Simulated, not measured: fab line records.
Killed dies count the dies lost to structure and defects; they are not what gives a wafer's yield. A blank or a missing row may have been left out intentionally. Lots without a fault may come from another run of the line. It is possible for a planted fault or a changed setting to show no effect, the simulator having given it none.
Which of the tools did it? || flow nand harc || 36 wafers from 12 lots sampled at 4 of the route's 1302 steps

WHAT THE GAUGES SHOWED, per wafer
NHARC_A_M0_CD_MEAS_09: target cd 80 nm.
{"lot": "L197", "measured": "day 23 03:11", "on": "cd sem-02", "cd nm (nm)": "80.3 80.1 80.3"}
{"lot": "L200", "measured": "day 23 18:19", "on": "cd sem-01", "cd nm (nm)": "80.7 81.6 79.9"}
{"lot": "L199", "measured": "day 23 19:38", "on": "cd sem-02", "cd nm (nm)": "80.1 80.1 80.3"}
{"lot": "L201", "measured": "day 24 06:10", "on": "cd sem-01", "cd nm (nm)": "79.9 79.7 79.6"}
{"lot": "L202", "measured": "day 25 06:10", "on": "cd sem-03", "cd nm (nm)": "80.0 81.1 80.0"}
{"lot": "L203", "measured": "day 25 11:07", "on": "cd sem-02", "cd nm (nm)": "79.4 80.2 79.6"}
{"lot": "L204", "measured": "day 25 21:10", "on": "cd sem-03", "cd nm (nm)": "83.8 84.2 83.7"}
{"lot": "L212", "measured": "day 28 13:10", "on": "cd sem-03", "cd nm (nm)": "80.9 81.1 81.4"}
{"lot": "L211", "measured": "day 28 17:53", "on": "cd sem-02", "cd nm (nm)": "82.9 83.3 84.0"}
{"lot": "L214", "measured": "day 29 16:08", "on": "cd sem-02", "cd nm (nm)": "78.9 80.1 78.7"}
{"lot": "L216", "measured": "day 30 13:05", "on": "cd sem-02", "cd nm (nm)": "79.5 80.3 80.1"}
{"lot": "L220", "measured": "day 32 12:30", "on": "cd sem-01", "cd nm (nm)": "79.4 79.2 80.3"}

WHAT TOOL EACH LOT RAN ON (gives the tool, then ch and the chambers of the sampled wafers, and finally the start)
{"lot": "L197", "NHARC_A_BLC_ETCH_17": "rie diel-04 ch 0,2, day 23 03:03 or earlier", "NHARC_A_BLC_PVD_32": "pvd sputter-01, day 23 03:03 or earlier", "NHARC_A_M0_EXPOSE_06": "arfi scanner-02 ch 0, day 23 03:03"}
{"lot": "L200", "NHARC_A_BLC_ETCH_17": "rie diel-04 ch 1,2,3, day 23 18:11 or earlier", "NHARC_A_BLC_PVD_32": "pvd sputter-03, day 23 18:11 or earlier", "NHARC_A_M0_EXPOSE_06": "arfi scanner-03 ch 0, day 23 18:11"}
{"lot": "L199", "NHARC_A_BLC_ETCH_17": "rie diel-09 ch 0,3, day 23 19:29 or earlier", "NHARC_A_BLC_PVD_32": "pvd sputter-02, day 23 19:29 or earlier", "NHARC_A_M0_EXPOSE_06": "arfi scanner-02 ch 0, day 23 19:29"}
{"lot": "L201", "NHARC_A_BLC_ETCH_17": "rie diel-11 ch 2,3, day 24 06:01 or earlier", "NHARC_A_BLC_PVD_32": "pvd sputter-02, day 24 06:01 or earlier", "NHARC_A_M0_EXPOSE_06": "arfi scanner-02 ch 0, day 24 06:01"}
{"lot": "L202", "NHARC_A_BLC_ETCH_17": "rie diel-04 ch 1,2,3, day 25 06:02 or earlier", "NHARC_A_BLC_PVD_32": "pvd sputter-01, day 25 06:02 or earlier", "NHARC_A_M0_EXPOSE_06": "arfi scanner-03 ch 0, day 25 06:02"}
{"lot": "L203", "NHARC_A_BLC_ETCH_17": "rie diel-11 ch 0,2,3, day 25 10:59 or earlier", "NHARC_A_BLC_PVD_32": "pvd sputter-03, day 25 10:59 or earlier", "NHARC_A_M0_EXPOSE_06": "arfi scanner-01 ch 0, day 25 10:59"}
{"lot": "L204", "NHARC_A_BLC_ETCH_17": "rie diel-09 ch 0,1, day 25 21:02 or earlier", "NHARC_A_BLC_PVD_32": "pvd sputter-01, day 25 21:02 or earlier", "NHARC_A_M0_EXPOSE_06": "arfi scanner-03 ch 0, day 25 21:02"}
{"lot": "L212", "NHARC_A_BLC_ETCH_17": "rie diel-11 ch 0,1,3, day 28 13:01 or earlier", "NHARC_A_BLC_PVD_32": "pvd sputter-03, day 28 13:01 or earlier", "NHARC_A_M0_EXPOSE_06": "arfi scanner-02 ch 0, day 28 13:01"}
{"lot": "L211", "NHARC_A_BLC_ETCH_17": "rie diel-09 ch 0,1,2, day 28 17:44 or earlier", "NHARC_A_BLC_PVD_32": "pvd sputter-03, day 28 17:44 or earlier", "NHARC_A_M0_EXPOSE_06": "arfi scanner-03 ch 0, day 28 17:44"}
{"lot": "L214", "NHARC_A_BLC_ETCH_17": "rie diel-11 ch 0,2,3, day 29 15:59 or earlier", "NHARC_A_BLC_PVD_32": "pvd sputter-03, day 29 15:59 or earlier", "NHARC_A_M0_EXPOSE_06": "arfi scanner-02 ch 0, day 29 15:59"}
{"lot": "L216", "NHARC_A_BLC_ETCH_17": "rie diel-04 ch 0,2, day 30 12:56 or earlier", "NHARC_A_BLC_PVD_32": "pvd sputter-01, day 30 12:56 or earlier", "NHARC_A_M0_EXPOSE_06": "arfi scanner-02 ch 0, day 30 12:56"}
{"lot": "L220", "NHARC_A_BLC_ETCH_17": "rie diel-04 ch 1,2,3, day 32 12:22 or earlier", "NHARC_A_BLC_PVD_32": "pvd sputter-02, day 32 12:22 or earlier", "NHARC_A_M0_EXPOSE_06": "arfi scanner-01 ch 0, day 32 12:22"}
- NHARC_A_BLC_ETCH_17: etches the open film in N2/H2, target depth 390 nm, time 609.38 s.
- NHARC_A_BLC_PVD_32: deposits Ti, target thk 5 nm, time 17.7 s.
- NHARC_A_M0_EXPOSE_06: exposes mask A M0, target cd 80 nm.

WHAT THE TOOLS THEMSELVES READ (means of the sampled wafers that have a number; where no wafer has one, the mark that the record gives instead)
NHARC_A_BLC_ETCH_17.
{"lot": "L197", "tool": "rie diel-04", "drypump motor current A (A)": 5.6, "mfc ar sccm (sccm)": 0.004, "oes product au (a.u.)": 0.987, "rf vpp V (V)": 427.3, "showerhead plenum p Torr (Torr)": 1.90, "throttle valve pct (%)": 14.180}
{"lot": "L200", "tool": "rie diel-04", "drypump motor current A (A)": 6.0, "mfc ar sccm (sccm)": 0.010, "oes product au (a.u.)": 0.997, "rf vpp V (V)": 428.4, "showerhead plenum p Torr (Torr)": 1.94, "throttle valve pct (%)": 14.171}
{"lot": "L199", "tool": "rie diel-09", "drypump motor current A (A)": 5.4, "mfc ar sccm (sccm)": 0.006, "oes product au (a.u.)": 0.991, "rf vpp V (V)": 430.0, "showerhead plenum p Torr (Torr)": 2.02, "throttle valve pct (%)": 14.170}
{"lot": "L201", "tool": "rie diel-11", "drypump motor current A (A)": 5.5, "mfc ar sccm (sccm)": 0.019, "oes product au (a.u.)": 0.993, "rf vpp V (V)": 432.2, "showerhead plenum p Torr (Torr)": 2.10, "throttle valve pct (%)": 14.172}
{"lot": "L202", "tool": "rie diel-04", "drypump motor current A (A)": 5.9, "mfc ar sccm (sccm)": 0.010, "oes product au (a.u.)": 0.995, "rf vpp V (V)": 427.5, "showerhead plenum p Torr (Torr)": 1.94, "throttle valve pct (%)": 14.178}
{"lot": "L203", "tool": "rie diel-11", "drypump motor current A (A)": 5.6, "mfc ar sccm (sccm)": 0.016, "oes product au (a.u.)": 0.995, "rf vpp V (V)": 431.8, "showerhead plenum p Torr (Torr)": 2.09, "throttle valve pct (%)": 14.169}
{"lot": "L204", "tool": "rie diel-09", "drypump motor current A (A)": 6.0, "mfc ar sccm (sccm)": 0.013, "oes product au (a.u.)": 0.995, "rf vpp V (V)": 432.5, "showerhead plenum p Torr (Torr)": 2.13, "throttle valve pct (%)": 14.167}
{"lot": "L212", "tool": "rie diel-11", "drypump motor current A (A)": 5.7, "mfc ar sccm (sccm)": 0.013, "oes product au (a.u.)": 0.994, "rf vpp V (V)": 432.4, "showerhead plenum p Torr (Torr)": 2.13, "throttle valve pct (%)": 14.175}
{"lot": "L211", "tool": "rie diel-09", "drypump motor current A (A)": 6.0, "mfc ar sccm (sccm)": 0.006, "oes product au (a.u.)": 1.000, "rf vpp V (V)": 431.8, "showerhead plenum p Torr (Torr)": 2.10, "throttle valve pct (%)": 14.181}
{"lot": "L214", "tool": "rie diel-11", "drypump motor current A (A)": 5.6, "mfc ar sccm (sccm)": 0.016, "oes product au (a.u.)": 0.991, "rf vpp V (V)": 432.5, "showerhead plenum p Torr (Torr)": 2.09, "throttle valve pct (%)": 14.175}
{"lot": "L216", "tool": "rie diel-04", "drypump motor current A (A)": 5.6, "mfc ar sccm (sccm)": 0.004, "oes product au (a.u.)": 0.995, "rf vpp V (V)": 426.7, "showerhead plenum p Torr (Torr)": 1.90, "throttle valve pct (%)": 14.171}
{"lot": "L220", "tool": "rie diel-04", "drypump motor current A (A)": 5.9, "mfc ar sccm (sccm)": 0.010, "oes product au (a.u.)": 1.007, "rf vpp V (V)": 427.2, "showerhead plenum p Torr (Torr)": 1.94, "throttle valve pct (%)": 14.159}

NHARC_A_BLC_PVD_32.
{"lot": "L197", "tool": "pvd sputter-01", "throttle valve pct (%)": 28.9}
{"lot": "L200", "tool": "pvd sputter-03", "throttle valve pct (%)": 29.7}
{"lot": "L199", "tool": "pvd sputter-02", "throttle valve pct (%)": 30.9}
{"lot": "L201", "tool": "pvd sputter-02", "throttle valve pct (%)": 31.2}
{"lot": "L202", "tool": "pvd sputter-01", "throttle valve pct (%)": 29.9}
{"lot": "L203", "tool": "pvd sputter-03", "throttle valve pct (%)": 29.8}
{"lot": "L204", "tool": "pvd sputter-01", "throttle valve pct (%)": 28.7}
{"lot": "L212", "tool": "pvd sputter-03", "throttle valve pct (%)": 29.5}
{"lot": "L211", "tool": "pvd sputter-03", "throttle valve pct (%)": 29.1}
{"lot": "L214", "tool": "pvd sputter-03", "throttle valve pct (%)": 29.5}
{"lot": "L216", "tool": "pvd sputter-01", "throttle valve pct (%)": 28.4}
{"lot": "L220", "tool": "pvd sputter-02", "throttle valve pct (%)": 30.7}

NHARC_A_M0_EXPOSE_06.
{"lot": "L197", "tool": "arfi scanner-02", "exposure dose mJ cm2": 83.26}
{"lot": "L200", "tool": "arfi scanner-03", "exposure dose mJ cm2": 83.28}
{"lot": "L199", "tool": "arfi scanner-02", "exposure dose mJ cm2": 83.14}
{"lot": "L201", "tool": "arfi scanner-02", "exposure dose mJ cm2": 83.16}
{"lot": "L202", "tool": "arfi scanner-03", "exposure dose mJ cm2": 83.23}
{"lot": "L203", "tool": "arfi scanner-01", "exposure dose mJ cm2": 83.26}
{"lot": "L204", "tool": "arfi scanner-03", "exposure dose mJ cm2": 88.56}
{"lot": "L212", "tool": "arfi scanner-02", "exposure dose mJ cm2": 83.27}
{"lot": "L211", "tool": "arfi scanner-03", "exposure dose mJ cm2": 87.43}
{"lot": "L214", "tool": "arfi scanner-02", "exposure dose mJ cm2": 83.19}
{"lot": "L216", "tool": "arfi scanner-02", "exposure dose mJ cm2": 83.19}
{"lot": "L220", "tool": "arfi scanner-01", "exposure dose mJ cm2": 83.26}

THE ANSWER, worked out from the rows above alone
Rule: usual is defined by the lots themselves. Put in order of their means at a reading, lots are off if they are a third of the lots or fewer, leave a main group of 4 or more, and stand apart from it by a gap of 3 or more times the standard deviation of the main group's means; of several such gaps the widest counts. A main group is skipped when, at the precision printed for the reading in the tables above, its means are all equal. A lot without any number at a reading at which 4 lots or more have one is off too. Where the step has rows for the other lots, those lots are counted as sound. After the gauges, taken in route order, come the tools' own readings; for these a lot's mean is taken, as printed above. The first step at which some lot is off is used, and at that step the reading that is off furthest; a lot without a number counts as furthest.
Off at NHARC_A_M0_CD_MEAS_09 (cd nm): L204, L211. The main group has a mean of 80.1 nm with a standard deviation of 0.53.
A tool fits if, at a process step before that reading, it ran every lot that is off, and no sound lot after the first of them. Not tried: the gauges at NHARC_A_M0_CD_MEAS_09; whatever is off there is also off at NHARC_A_M0_EXPOSE_06, on other tools, and gauge error can't account for it. NHARC_A_BLC_ETCH_17: start missing for some lots; hours and lot order therefore follow NHARC_A_M0_EXPOSE_06. NHARC_A_BLC_PVD_32: start missing for some lots; hours and lot order therefore follow NHARC_A_M0_EXPOSE_06. 2 tools fit, rie diel-09 at NHARC_A_BLC_ETCH_17 and arfi scanner-03 at NHARC_A_M0_EXPOSE_06, so this cannot tell which one it is.

WHAT THE SIMULATOR PUT IN
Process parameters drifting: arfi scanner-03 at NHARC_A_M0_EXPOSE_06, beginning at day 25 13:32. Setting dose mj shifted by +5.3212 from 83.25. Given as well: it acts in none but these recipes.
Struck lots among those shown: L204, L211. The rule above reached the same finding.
